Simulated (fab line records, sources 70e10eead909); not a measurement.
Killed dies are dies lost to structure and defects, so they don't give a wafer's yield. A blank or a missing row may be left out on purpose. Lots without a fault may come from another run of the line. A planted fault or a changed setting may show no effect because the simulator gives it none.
Chamber matching | flow nand_harc | NHARC_P_CONTACT_CMP_01 on cmp-01: 4 sister chambers
The step polishes SiO2, target thk 200 nm. 16 wafers are shown with their chamber, then 8 later ones without.

WAFERS WITH THEIR CHAMBER
wafer  | chamber | motor_current_A (A)
L074.1 | 2       | 12.5
L074.3 | 0       | 12.2
L074.5 | 2       | 12.3
L075.2 | 1       | 11.6
L075.3 | 2       | 11.5
L075.4 | 0       | 12.0
L080.1 | 1       | 11.1
L080.4 | 0       | 12.2
L080.6 | 0       | 12.0
L082.2 | 3       | 12.1
L082.3 | 2       | 12.1
L082.6 | 3       | 12.8
L086.1 | 0       | 12.4
L086.2 | 1       | 10.8
L086.5 | 2       | 12.3
L087.3 | 0       | 11.6

SIGNATURES (means of the wafers above)
reading         | chamber 0 | chamber 1 | chamber 2 | chamber 3 | scatter within a chamber
motor_current_A | 12.067    | 11.167    | 12.140    | 12.450    | 0.358
Rule: a wafer's distance from a chamber is the root of the sum, over the readings, of the square of ((its reading less the chamber's mean) divided by the reading's scatter). The wafer belongs to the nearest chamber; if the next one is less than 2 further off, it can't be placed. The scatter: the root of (the sum of the squares of (reading less its chamber's mean) over the shown wafers, divided by (wafers less chambers)).

WAFERS WITHOUT THEIR CHAMBER
wafer  | motor_current_A (A)
L087.5 | 13.0
L087.6 | 12.1
L092.1 | 11.7
L092.3 | 12.5
L092.6 | 13.1
L097.1 | 11.0
L097.4 | 11.7
L097.5 | 12.0

WHICH CHAMBER EACH WENT THROUGH
wafer  | from the rows above               | in truth
L087.5 | can't be placed: 3 or 2 or 0      | 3
L087.6 | can't be placed: 0 or 2 or 3      | 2
L092.1 | can't be placed: 0 or 2 or 1 or 3 | 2
L092.3 | can't be placed: 3 or 2 or 0      | 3
L092.6 | can't be placed: 3 or 2 or 0      | 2
L097.1 | 1                                 | 1
L097.4 | can't be placed: 0 or 2 or 1 or 3 | 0
L097.5 | can't be placed: 0 or 2 or 3      | 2
Placed correctly: 1 of 8. Can't be placed from these rows: 7 (the true chamber is among the candidates in 7). Placed wrongly: 0.
